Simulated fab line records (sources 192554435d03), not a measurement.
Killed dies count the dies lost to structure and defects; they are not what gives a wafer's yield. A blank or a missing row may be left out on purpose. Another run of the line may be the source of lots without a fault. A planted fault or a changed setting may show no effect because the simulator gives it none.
fab line records | flow n5-finfet
[record] lots = 5 | wafers = 15 | last-day = 19
route steps=1938 shown BEOL_M2@912
lots that met no fault: from a run of the same line without faults
start-h: the number of hours between the record's first day and the start of the first shown wafer of the lot | wait-h: how many hours have passed since the lot's step before this one | " as in the row above | L1.1+2: one row covering several wafers at once | - value missing, or start not given | * or withheld: withheld | < > ~ a bound
route shown NAME@n: names a module that has steps shown in the file, with the first one's number in the route | usual: mean/standard deviation taken from wafers without a fault | same: alike in all rows | chamber/n: place in a boat | sites: per-site readings | _std_site: their standard deviation | _edge_site: mean of outer sites minus mean of inner sites | radius-mm: for every site, how far away it sits from the centre of the wafer | mask NAME#n: copy n | behind: the last tool/chamber to shape the wafer | hold: why the lot went on hold/how many hours it stayed there/how the hold came to an end | device: which transistor (n, p or np) failed to switch | end of line: the route-end tests of the same wafers | a step with no rows: only its recipe | killed: count of dies lost to structure and defects at first sort (not the wafer's yield) | map: per-die view of a wafer (x killed, . not killed, _ where there is no die)
set.NAME: the setting that was run; set.NAME@STEP: the one run at that earlier step | model.NAME: the simulator's own value behind a step, which no gauge read
a table for each step, a row for each wafer; lots at some steps of the route
services: the hour from which a tool's chamber was out of use, counted from the record's first day as start-h (under 0 if before that day), plus the number of hours and why
[[steps]]
[step N5_BEOL_M2_SPUTTER_88]
[recipe] material = Cu | target-thk-a = 45 | temp-c = -20 | chamber-pressure-pa = 0.07 | power-w = withheld | time-s = 8.29
[usual] chuck-sensor-temp-C = -16.0/0.43 | throttle-valve-pct = 30.2/1.1
[same] time-s = 8.29
lot.wafer | tool           | chamber | start-h | wait-h | chuck-sensor-temp-C | throttle-valve-pct
L079.1    | pvd-sputter-01 | -       | 218.60  | 0.1    | -15.4               | 28.7
L079.5    | "              | -       | "       | "      | -16.2               | 30.2
L079.6    | "              | -       | "       | "      | -15.2               | 28.8
L083.3    | pvd-sputter-01 | -       | 237.90  | 0.1    | -15.9               | 31.8
L083.4    | "              | -       | "       | "      | -15.7               | 31.2
L083.6    | "              | -       | "       | "      | -16.0               | 31.8
L084.2    | pvd-sputter-02 | -       | 249.46  | 0.1    | -16.1               | 30.5
L084.4    | "              | -       | "       | "      | -16.2               | 30.4
L084.6    | "              | -       | "       | "      | -16.4               | 30.5
L087.3    | pvd-sputter-01 | -       | 267.58  | 0.1    | -15.3               | 28.9
L087.4    | "              | -       | "       | "      | -16.3               | 30.0
L087.5    | "              | -       | "       | "      | -15.8               | 31.4
L088.2    | pvd-sputter-01 | -       | 271.56  | 0.1    | -15.9               | 31.8
L088.3    | "              | -       | "       | "      | -16.2               | 30.2
L088.4    | "              | -       | "       | "      | -16.1               | 31.8
[step N5_BEOL_M2_ANNEAL_89]
[recipe] temp-c = 400 | time-s = 240 | ambient = vacuum
[usual] heater-power-w = 816/120 | susceptor_temp_C_max = 401.0/0.41
[same] time-s = 240
lot.wafer | tool           | chamber | start-h | wait-h | heater-power-w | susceptor_temp_C_max
L079.1    | pvd-sputter-01 | -       | 218.68  | 0.0    | 784            | 400.5
L079.5    | "              | -       | "       | "      | 704            | 400.9
L079.6    | "              | -       | "       | "      | 760            | 400.5
L083.3    | pvd-sputter-01 | -       | 237.98  | 0.0    | 1005           | 401.2
L083.4    | "              | -       | "       | "      | 767            | 401.2
L083.6    | "              | -       | "       | "      | 755            | 400.8
L084.2    | pvd-sputter-02 | -       | 249.54  | 0.0    | 778            | 400.5
L084.4    | "              | -       | "       | "      | 814            | 401.4
L084.6    | "              | -       | "       | "      | 795            | 401.7
L087.3    | pvd-sputter-01 | -       | 267.66  | 0.0    | 758            | 400.5
L087.4    | "              | -       | "       | "      | 687            | 401.3
L087.5    | "              | -       | "       | "      | 734            | 401.1
L088.2    | pvd-sputter-01 | -       | 271.64  | 0.0    | 989            | 401.6
L088.3    | "              | -       | "       | "      | 687            | 400.9
L088.4    | "              | -       | "       | "      | 786            | 401.1
[step N5_BEOL_M2_SPUTTER_90]
[recipe] material = Cu | target-thk-a = 45 | temp-c = -20 | chamber-pressure-pa = 0.07 | power-w = withheld | time-s = 8.29
[usual] chuck-sensor-temp-C = -16.0/0.43 | throttle-valve-pct = 30.2/1.1
[same] time-s = 8.29
lot.wafer | tool           | chamber | start-h | wait-h | chuck-sensor-temp-C | throttle-valve-pct
L079.1    | pvd-sputter-01 | -       | 218.82  | 0.1    | -15.3               | 28.8
L079.5    | "              | -       | "       | "      | -16.2               | 29.9
L079.6    | "              | -       | "       | "      | -15.2               | 28.9
L083.3    | pvd-sputter-01 | -       | 238.12  | 0.1    | -15.8               | 31.8
L083.4    | "              | -       | "       | "      | -15.7               | 31.5
L083.6    | "              | -       | "       | "      | -15.8               | 31.5
L084.2    | pvd-sputter-02 | -       | 249.68  | 0.1    | -16.0               | 30.3
L084.4    | "              | -       | "       | "      | -16.4               | 30.8
L084.6    | "              | -       | "       | "      | -16.4               | 30.4
L087.3    | pvd-sputter-01 | -       | 267.80  | 0.1    | -15.4               | 28.9
L087.4    | "              | -       | "       | "      | -16.3               | 30.2
L087.5    | "              | -       | "       | "      | -15.9               | 31.9
L088.2    | pvd-sputter-01 | -       | 271.78  | 0.1    | -15.8               | 32.0
L088.3    | "              | -       | "       | "      | -16.1               | 30.1
L088.4    | "              | -       | "       | "      | -15.9               | 31.3
[step N5_BEOL_M2_ANNEAL_91]
[recipe] temp-c = 400 | time-s = 240 | ambient = vacuum
[usual] heater-power-w = 816/120 | susceptor_temp_C_max = 401.0/0.37
[same] time-s = 240
lot.wafer | tool           | chamber | start-h | wait-h | heater-power-w | susceptor_temp_C_max
L079.1    | pvd-sputter-01 | -       | 218.90  | 0.0    | 783            | 400.3
L079.5    | "              | -       | "       | "      | 679            | 401.2
L079.6    | "              | -       | "       | "      | 772            | 400.5
L083.3    | pvd-sputter-01 | -       | 238.20  | 0.0    | 1025           | 401.2
L083.4    | "              | -       | "       | "      | 777            | 400.9
L083.6    | "              | -       | "       | "      | 744            | 400.9
L084.2    | pvd-sputter-02 | -       | 249.76  | 0.0    | 782            | 400.7
L084.4    | "              | -       | "       | "      | 778            | 401.9
L084.6    | "              | -       | "       | "      | 770            | 401.4
L087.3    | pvd-sputter-01 | -       | 267.88  | 0.0    | 771            | 401.2
L087.4    | "              | -       | "       | "      | 686            | 400.9
L087.5    | "              | -       | "       | "      | 745            | 401.1
L088.2    | pvd-sputter-01 | -       | 271.86  | 0.0    | 999            | 401.2
L088.3    | "              | -       | "       | "      | 703            | 401.2
L088.4    | "              | -       | "       | "      | 752            | 400.6
[step N5_BEOL_M2_SPUTTER_92]
[recipe] material = Cu | target-thk-a = 45 | temp-c = -20 | chamber-pressure-pa = 0.07 | power-w = withheld | time-s = 8.29
[usual] chuck-sensor-temp-C = -16.0/0.42 | throttle-valve-pct = 30.2/1.1
[same] time-s = 8.29
lot.wafer | tool           | chamber | start-h | wait-h | chuck-sensor-temp-C | throttle-valve-pct
L079.1    | pvd-sputter-01 | -       | 219.04  | 0.1    | -15.3               | 28.4
L079.5    | "              | -       | "       | "      | -16.3               | 30.3
L079.6    | "              | -       | "       | "      | -15.3               | 28.6
L083.3    | pvd-sputter-01 | -       | 238.34  | 0.1    | -15.9               | 32.1
L083.4    | "              | -       | "       | "      | -15.9               | 31.7
L083.6    | "              | -       | "       | "      | -16.0               | 31.7
L084.2    | pvd-sputter-02 | -       | 249.90  | 0.1    | -16.0               | 30.3
L084.4    | "              | -       | "       | "      | -16.4               | 30.5
L084.6    | "              | -       | "       | "      | -16.4               | 30.1
L087.3    | pvd-sputter-01 | -       | 268.02  | 0.1    | -15.4               | 28.7
L087.4    | "              | -       | "       | "      | -16.1               | 29.7
L087.5    | "              | -       | "       | "      | -15.9               | 31.6
L088.2    | pvd-sputter-01 | -       | 272.00  | 0.1    | -15.6               | 32.0
L088.3    | "              | -       | "       | "      | -16.3               | 29.9
L088.4    | "              | -       | "       | "      | -15.7               | 31.4
[step N5_BEOL_M2_ANNEAL_93]
[recipe] temp-c = 400 | time-s = 240 | ambient = vacuum
[usual] heater-power-w = 816/120 | susceptor_temp_C_max = 401.0/0.45
[same] time-s = 240
lot.wafer | tool           | chamber | start-h | wait-h | heater-power-w | susceptor_temp_C_max
L079.1    | pvd-sputter-01 | -       | 219.12  | 0.0    | 784            | 400.5
L079.5    | "              | -       | "       | "      | 690            | 401.3
L079.6    | "              | -       | "       | "      | 781            | 400.4
L083.3    | pvd-sputter-01 | -       | 238.42  | 0.0    | 1030           | 401.3
L083.4    | "              | -       | "       | "      | 763            | 401.0
L083.6    | "              | -       | "       | "      | 751            | 401.2
L084.2    | pvd-sputter-02 | -       | 249.98  | 0.0    | 767            | 401.1
L084.4    | "              | -       | "       | "      | 774            | 401.5
L084.6    | "              | -       | "       | "      | 800            | 401.4
L087.3    | pvd-sputter-01 | -       | 268.10  | 0.0    | 790            | 400.4
L087.4    | "              | -       | "       | "      | 704            | 402.4
L087.5    | "              | -       | "       | "      | 749            | 400.8
L088.2    | pvd-sputter-01 | -       | 272.08  | 0.0    | 1017           | 401.0
L088.3    | "              | -       | "       | "      | 717            | 400.9
L088.4    | "              | -       | "       | "      | 757            | 400.9
[step N5_BEOL_M2_SPUTTER_94]
[recipe] material = Cu | target-thk-a = 45 | temp-c = -20 | chamber-pressure-pa = 0.07 | power-w = withheld | time-s = 8.29
[usual] chuck-sensor-temp-C = -16.0/0.42 | throttle-valve-pct = 30.1/1.1
[same] time-s = 8.29
lot.wafer | tool           | chamber | start-h | wait-h | chuck-sensor-temp-C | throttle-valve-pct
L079.1    | pvd-sputter-01 | -       | 219.26  | 0.1    | -15.1               | 28.6
L079.5    | "              | -       | "       | "      | -16.2               | 29.9
L079.6    | "              | -       | "       | "      | -15.2               | 28.6
L083.3    | pvd-sputter-01 | -       | 238.56  | 0.1    | -15.9               | 32.2
L083.4    | "              | -       | "       | "      | -15.8               | 31.4
L083.6    | "              | -       | "       | "      | -15.7               | 31.6
L084.2    | pvd-sputter-02 | -       | 250.12  | 0.1    | -15.8               | 30.4
L084.4    | "              | -       | "       | "      | -16.2               | 30.4
L084.6    | "              | -       | "       | "      | -16.4               | 30.6
L087.3    | pvd-sputter-01 | -       | 268.24  | 0.1    | -15.3               | 28.7
L087.4    | "              | -       | "       | "      | -16.1               | 29.7
L087.5    | "              | -       | "       | "      | -15.8               | 31.6
L088.2    | pvd-sputter-01 | -       | 272.22  | 0.1    | -15.8               | 32.1
L088.3    | "              | -       | "       | "      | -16.3               | 30.1
L088.4    | "              | -       | "       | "      | -15.9               | 31.7
[step N5_BEOL_M2_ANNEAL_95]
[recipe] temp-c = 400 | time-s = 240 | ambient = vacuum
[usual] heater-power-w = 815/120 | susceptor_temp_C_max = 401.0/0.41
[same] time-s = 240
lot.wafer | tool           | chamber | start-h | wait-h | heater-power-w | susceptor_temp_C_max
L079.1    | pvd-sputter-01 | -       | 219.34  | 0.0    | 767            | 400.7
L079.5    | "              | -       | "       | "      | 700            | 400.7
L079.6    | "              | -       | "       | "      | 768            | 400.6
L083.3    | pvd-sputter-01 | -       | 238.64  | 0.0    | 993            | 401.1
L083.4    | "              | -       | "       | "      | 738            | 400.8
L083.6    | "              | -       | "       | "      | 763            | 400.4
L084.2    | pvd-sputter-02 | -       | 250.20  | 0.0    | 777            | 401.0
L084.4    | "              | -       | "       | "      | 780            | 402.2
L084.6    | "              | -       | "       | "      | 768            | 401.2
L087.3    | pvd-sputter-01 | -       | 268.32  | 0.0    | 789            | 400.5
L087.4    | "              | -       | "       | "      | 674            | 400.8
L087.5    | "              | -       | "       | "      | 780            | 400.3
L088.2    | pvd-sputter-01 | -       | 272.30  | 0.0    | 1030           | 400.9
L088.3    | "              | -       | "       | "      | 687            | 400.9
L088.4    | "              | -       | "       | "      | 751            | 400.9
[step N5_BEOL_M2_SPUTTER_96]
[recipe] material = Cu | target-thk-a = 45 | temp-c = -20 | chamber-pressure-pa = 0.07 | power-w = withheld | time-s = 8.29
[usual] chuck-sensor-temp-C = -16.0/0.43 | throttle-valve-pct = 30.1/1.1
[same] time-s = 8.29
lot.wafer | tool           | chamber | start-h | wait-h | chuck-sensor-temp-C | throttle-valve-pct
L079.1    | pvd-sputter-01 | -       | 219.48  | 0.1    | -15.4               | 28.7
L079.5    | "              | -       | "       | "      | -16.4               | 30.1
L079.6    | "              | -       | "       | "      | -15.1               | 28.8
L083.3    | pvd-sputter-01 | -       | 238.78  | 0.1    | -15.8               | 31.7
L083.4    | "              | -       | "       | "      | -15.9               | 31.6
L083.6    | "              | -       | "       | "      | -15.7               | 31.5
L084.2    | pvd-sputter-02 | -       | 250.34  | 0.1    | -16.1               | 30.6
L084.4    | "              | -       | "       | "      | -16.2               | 30.6
L084.6    | "              | -       | "       | "      | -16.2               | 30.5
L087.3    | pvd-sputter-01 | -       | 268.46  | 0.1    | -15.4               | 28.7
L087.4    | "              | -       | "       | "      | -16.2               | 29.8
L087.5    | "              | -       | "       | "      | -15.8               | 31.4
L088.2    | pvd-sputter-01 | -       | 272.44  | 0.1    | -15.8               | 32.1
L088.3    | "              | -       | "       | "      | -16.2               | 29.9
L088.4    | "              | -       | "       | "      | -15.7               | 31.7
[step N5_BEOL_M2_ECD_50]
[recipe] material = Cu | target-thk-a = 3000
lot.wafer  | tool      | chamber | start-h | wait-h
L079.1+5+6 | ecd-cu-01 | 1,1,0   | 219.60  | 0.1
L083.3+4+6 | ecd-cu-02 | 0,1,0   | 238.92  | 0.1
L084.2+4+6 | ecd-cu-01 | 1,0,1   | 250.45  | 0.1
L087.3+4+5 | ecd-cu-01 | 1,0,1   | 268.59  | 0.1
L088.2+3+4 | ecd-cu-02 | 1,1,0   | 272.55  | 0.1
[step N5_BEOL_M2_ANNEAL_51]
[recipe] temp-c = 225 | time-s = 90 | ambient = N2
[usual] wafer_temp_C_max = 225.85/0.24
[same] time-s = 90
lot.wafer | tool          | chamber | start-h | wait-h | wafer_temp_C_max
L079.1    | rtp-anneal-01 | 0       | 219.68  | 0.1    | 226.37
L079.5    | "             | 0       | "       | "      | 226.03
L079.6    | "             | 0       | "       | "      | 225.86
L083.3    | rtp-anneal-01 | 0       | 239.34  | 0.4    | 225.75
L083.4    | "             | 0       | "       | "      | 225.46
L083.6    | "             | 0       | "       | "      | 225.92
L084.2    | rtp-anneal-01 | 0       | 250.58  | 0.1    | 225.70
L084.4    | "             | 0       | "       | "      | 225.69
L084.6    | "             | 0       | "       | "      | 225.89
L087.3    | rtp-anneal-02 | 0       | 268.74  | 0.1    | 225.64
L087.4    | "             | 0       | "       | "      | 225.56
L087.5    | "             | 0       | "       | "      | 225.88
L088.2    | rtp-anneal-02 | 0       | 272.68  | 0.1    | 225.82
L088.3    | "             | 0       | "       | "      | 225.78
L088.4    | "             | 0       | "       | "      | 226.09
[step N5_BEOL_M2_CMP_52]
[recipe] stop-on = SiOC | t-overpolish-s = 6.8 | down-force-psi = 1 | platen-rpm = 50 | clearing-platen-down-force-psi = 1.5 | clearing-platen-rpm = 50 | post-cmp-clean = cu-alkaline | target-thk-nm = 40 | clearing-platen-pad-velocity-m-s = 0.99484 | pad-velocity-m-s = 0.99484
[usual] barrier-field-endpoint-s = 24.6/0.7 | motor-current-A = 5.9/0.58 | overpolish-run-s = 6.800/0.009 | platen-rpm = 50.00/0.033 | time-to-endpoint-s = 60/3.6
[same] t-overpolish-s = 6.8
lot.wafer | tool   | chamber | start-h | wait-h | barrier-field-endpoint-s | motor-current-A | overpolish-run-s | platen-rpm | time-to-endpoint-s
L079.1    | cmp-02 | 3       | 219.98  | 0.3    | 24.4                     | 5.9             | 6.796            | 50.06      | 59
L079.5    | "      | 3       | "       | "      | 24.0                     | 5.8             | 6.790            | 49.98      | 60
L079.6    | "      | 0       | "       | "      | 25.5                     | 5.3             | 6.810            | 50.03      | 62
L083.3    | cmp-04 | 1       | 239.57  | 0.2    | 23.3                     | 6.6             | 6.818            | 50.03      | 54
L083.4    | "      | 2       | "       | "      | 25.3                     | 5.5             | 6.791            | 50.02      | 62
L083.6    | "      | 1       | "       | "      | 24.0                     | 6.4             | 6.810            | 50.00      | 59
L084.2    | cmp-02 | 1       | 250.83  | 0.2    | 23.6                     | 5.3             | 6.788            | 50.00      | 59
L084.4    | "      | 3       | "       | "      | 26.3                     | 6.2             | 6.801            | 50.02      | 66
L084.6    | "      | 1       | "       | "      | 24.1                     | 5.0             | 6.798            | 50.00      | 57
L087.4    | cmp-04 | 2       | 268.95  | 0.1    | 25.6                     | 5.8             | 6.806            | 50.00      | 66
L087.3    | "      | 0       | "       | "      | 25.2                     | 5.9             | 6.800            | 50.02      | 67
L087.5    | "      | 3       | "       | "      | 24.8                     | 6.4             | 6.790            | 50.05      | 63
L088.4    | cmp-03 | 2       | 272.98  | 0.2    | 24.2                     | 6.0             | 6.807            | 49.98      | 57
L088.2    | "      | 3       | "       | "      | 23.8                     | 6.6             | 6.783            | 49.99      | 58
L088.3    | "      | 1       | "       | "      | 25.7                     | 6.1             | 6.793            | 50.02      | 67
[step N5_BEOL_M2_THK_MEAS_53]
[recipe] thk-meas-gauge = xrf | reads = Cu_of_BEOL_M2_ECD_50
[usual] M2_THK = 38.7/1.6
lot.wafer | tool          | chamber | start-h | wait-h | M2_THK[nm]
L079.1    | film-metro-01 | -       | 220.27  | -      | 37.2
L079.5    | "             | -       | "       | "      | 39.9
L079.6    | "             | -       | "       | "      | 39.7
L083.3    | film-metro-01 | -       | 239.86  | -      | 41.8
L083.4    | "             | -       | "       | "      | 39.9
L083.6    | "             | -       | "       | "      | 38.0
L084.2    | film-metro-01 | -       | 251.12  | -      | 37.9
L084.4    | "             | -       | "       | "      | 39.3
L084.6    | "             | -       | "       | "      | 38.2
L087.3    | film-metro-01 | -       | 269.25  | -      | 38.3
L087.4    | "             | -       | "       | "      | 39.1
L087.5    | "             | -       | "       | "      | 39.3
L088.2    | film-metro-02 | -       | 273.27  | -      | 37.1
L088.3    | "             | -       | "       | "      | 39.6
L088.4    | "             | -       | "       | "      | 36.3
[step N5_BEOL_M2_PRE_CLEAN_60]
[recipe] gas = NH3/H2 | time-s = 15 | temp-c = * | rf-power-w = 300
[usual] heater-power-w = 84/17
[same] time-s = 15
lot.wafer | tool      | chamber | start-h | wait-h | heater-power-w
L079.1    | cvd-co-01 | 0       | 220.31  | 0.0    | 63
L079.5    | "         | 1       | "       | "      | 88
L079.6    | "         | 0       | "       | "      | 66
L083.3    | cvd-co-02 | 0       | 239.90  | 0.0    | 103
L083.4    | "         | 2       | "       | "      | 118
L083.6    | "         | 1       | "       | "      | 91
L084.2    | cvd-co-01 | 2       | 251.16  | 0.0    | 72
L084.4    | "         | 2       | "       | "      | 73
L084.6    | "         | 1       | "       | "      | 90
L087.3    | cvd-co-01 | 2       | 269.28  | 0.0    | 75
L087.4    | "         | 0       | "       | "      | 64
L087.5    | "         | 2       | "       | "      | 74
L088.2    | cvd-co-01 | 2       | 273.40  | 0.1    | 73
L088.3    | "         | 1       | "       | "      | 90
L088.4    | "         | 2       | "       | "      | 71
[step N5_BEOL_M2_CO_CAP_55]
[recipe] material = Co | target-thk-a = 20 | temp-c = 200 | precursor = CCTBA/H2 | pressure-torr = 30 | time-s = 102.1
[usual] heater-power-w = 235/22
[same] time-s = 102.1
lot.wafer | tool      | chamber | start-h | wait-h | heater-power-w
L079.1    | cvd-co-01 | 0       | 220.35  | 0.0    | 211
L079.5    | "         | 1       | "       | "      | 243
L079.6    | "         | 0       | "       | "      | 210
L083.3    | cvd-co-02 | 0       | 239.94  | 0.0    | 253
L083.4    | "         | 2       | "       | "      | 280
L083.6    | "         | 1       | "       | "      | 244
L084.2    | cvd-co-01 | 2       | 251.20  | 0.0    | 221
L084.4    | "         | 2       | "       | "      | 227
L084.6    | "         | 1       | "       | "      | 246
L087.3    | cvd-co-01 | 2       | 269.32  | 0.0    | 216
L087.4    | "         | 0       | "       | "      | 214
L087.5    | "         | 2       | "       | "      | 223
L088.2    | cvd-co-01 | 2       | 273.44  | 0.0    | 222
L088.3    | "         | 1       | "       | "      | 238
L088.4    | "         | 2       | "       | "      | 222
[step N5_BEOL_M2_PRE_CLEAN_56]
[recipe] gas = NH3 | time-s = 15 | temp-c = withheld | rf-power-w = 300
[same] time-s = 15
lot.wafer  | tool     | chamber | start-h | wait-h
L079.1+5+6 | pecvd-04 | 0,0,1   | 220.44  | 0.1
L083.3+4+6 | pecvd-04 | 0,2,0   | 240.03  | 0.1
L084.2+4+6 | pecvd-01 | 0,0,1   | 251.29  | 0.1
L087.3+4+5 | pecvd-02 | 0,0,2   | 269.41  | 0.1
L088.2+3+4 | pecvd-02 | 1,2,1   | 273.53  | 0.1
[step N5_BEOL_M2_DEP_57]
[recipe] material = SiCN | target-thk-a = 80 | temp-c = withheld | precursor = 3MS/NH3 | pressure-torr = 3 | rf-w = 202 | time-s = 14
[usual] showerhead-plenum-p-Torr = 3.663/0.015 | throttle-valve-pct = 9.1/0.45
[same] time-s = 14
lot.wafer | tool     | chamber | start-h | wait-h | showerhead-plenum-p-Torr | throttle-valve-pct
L079.1    | pecvd-04 | 0       | 220.48  | 0.0    | 3.648                    | 9.3
L079.5    | "        | 0       | "       | "      | 3.654                    | 9.0
L079.6    | "        | 1       | "       | "      | 3.643                    | 9.7
L083.3    | pecvd-04 | 0       | 240.05  | 0.0    | 3.655                    | 9.0
L083.4    | "        | 2       | "       | "      | 3.666                    | 8.3
L083.6    | "        | 0       | "       | "      | 3.661                    | 9.1
L084.2    | pecvd-01 | 0       | 251.32  | 0.0    | 3.650                    | 9.7
L084.4    | "        | 0       | "       | "      | 3.669                    | 9.6
L084.6    | "        | 1       | "       | "      | 3.675                    | 8.8
L087.3    | pecvd-02 | 0       | 269.44  | 0.0    | 3.660                    | 9.3
L087.4    | "        | 0       | "       | "      | 3.671                    | 9.4
L087.5    | "        | 2       | "       | "      | 3.666                    | 8.8
L088.2    | pecvd-02 | 1       | 273.56  | 0.0    | 3.651                    | 9.6
L088.3    | "        | 2       | "       | "      | 3.668                    | 9.0
L088.4    | "        | 1       | "       | "      | 3.656                    | 9.6
[step N5_BEOL_M2_RS_MEAS_58]
[recipe] thk-meas-gauge = four-point-probe | reads = Co_of_BEOL_M2_CO_CAP_55+Cu_of_BEOL_M2_ECD_50+Co_of_BEOL_M2_CVD_47+TaN_of_BEOL_M2_ALD_84
[usual] M2_RS = 0.68/0.036
lot.wafer | tool          | chamber | start-h | wait-h | M2_RS[ohm/sq]
L079.1    | film-metro-01 | -       | 220.56  | 0.1    | 0.70
L079.5    | "             | -       | "       | "      | 0.64
L079.6    | "             | -       | "       | "      | 0.65
L083.3    | film-metro-02 | -       | 240.12  | 0.1    | 0.60
L083.4    | "             | -       | "       | "      | 0.64
L083.6    | "             | -       | "       | "      | 0.68
L084.2    | film-metro-01 | -       | 251.38  | 0.1    | 0.69
L084.4    | "             | -       | "       | "      | 0.66
L084.6    | "             | -       | "       | "      | 0.67
L087.3    | film-metro-01 | -       | 269.51  | 0.1    | 0.69
L087.4    | "             | -       | "       | "      | 0.66
L087.5    | "             | -       | "       | "      | 0.66
L088.2    | film-metro-02 | -       | 273.63  | 0.1    | 0.72
L088.3    | "             | -       | "       | "      | 0.66
L088.4    | "             | -       | "       | "      | 0.74
[step N5_BEOL_M2_INSPECT_59]
[recipe] inspect-instrument = darkfield | mode = post-dep
[usual] raw-defect-count = 72/24
lot.wafer | tool              | chamber | start-h | wait-h | raw-defect-count
L079.1    | defect-inspect-02 | -       | 220.59  | 0.0    | 55
L079.5    | "                 | -       | "       | "      | 49
L079.6    | "                 | -       | "       | "      | 64
L083.3    | defect-inspect-02 | -       | 240.15  | 0.0    | 62
L083.4    | "                 | -       | "       | "      | 39
L083.6    | "                 | -       | "       | "      | 39
L084.2    | defect-inspect-02 | -       | 251.41  | 0.0    | 72
L084.4    | "                 | -       | "       | "      | 81
L084.6    | "                 | -       | "       | "      | 82
L087.3    | defect-inspect-01 | -       | 269.53  | 0.0    | 99
L087.4    | "                 | -       | "       | "      | 117
L087.5    | "                 | -       | "       | "      | 135
L088.2    | defect-inspect-01 | -       | 273.65  | 0.0    | 74
L088.3    | "                 | -       | "       | "      | 70
L088.4    | "                 | -       | "       | "      | 110
[[services]]
tool           | chamber | start-h | hours | kind
cmp-02         | -       | 197.21  | 0.7   | repair
cmp-02         | -       | 202.14  | 4.0   | pm
pecvd-04       | 2       | 202.38  | -     | clean
pecvd-04       | 2       | 202.38  | -     | consumable-replace:showerhead
pecvd-04       | 2       | 202.38  | 29.0  | scheduled-down
pecvd-04       | 2       | 202.38  | 29.0  | vent-cycle
pecvd-04       | -       | 204.95  | 2.6   | repair
cmp-02         | -       | 206.14  | -     | consumable-replace:conditioner
cmp-02         | -       | 206.14  | -     | consumable-replace:pad
pecvd-01       | -       | 212.39  | 6.0   | pm
cmp-03         | -       | 229.64  | 2.4   | repair
ecd-cu-02      | -       | 229.66  | 4.2   | repair
cmp-04         | -       | 230.60  | 3.3   | pm
ecd-cu-01      | -       | 238.21  | 1.2   | repair
pecvd-01       | 1       | 239.56  | 2.1   | scheduled-down
cmp-03         | -       | 245.03  | 4.0   | pm
cvd-co-02      | 0       | 247.70  | 7.2   | repair
cmp-03         | -       | 249.03  | -     | consumable-replace:conditioner
pvd-sputter-02 | -       | 256.23  | 2.3   | repair
ecd-cu-01      | -       | 256.43  | 2.1   | repair
pecvd-01       | -       | 256.72  | 1.2   | repair
pecvd-01       | -       | 264.29  | 1.3   | repair
pecvd-04       | -       | 265.32  | 2.9   | repair
cmp-04         | -       | 272.97  | 4.0   | pm
[[key]]
fault none
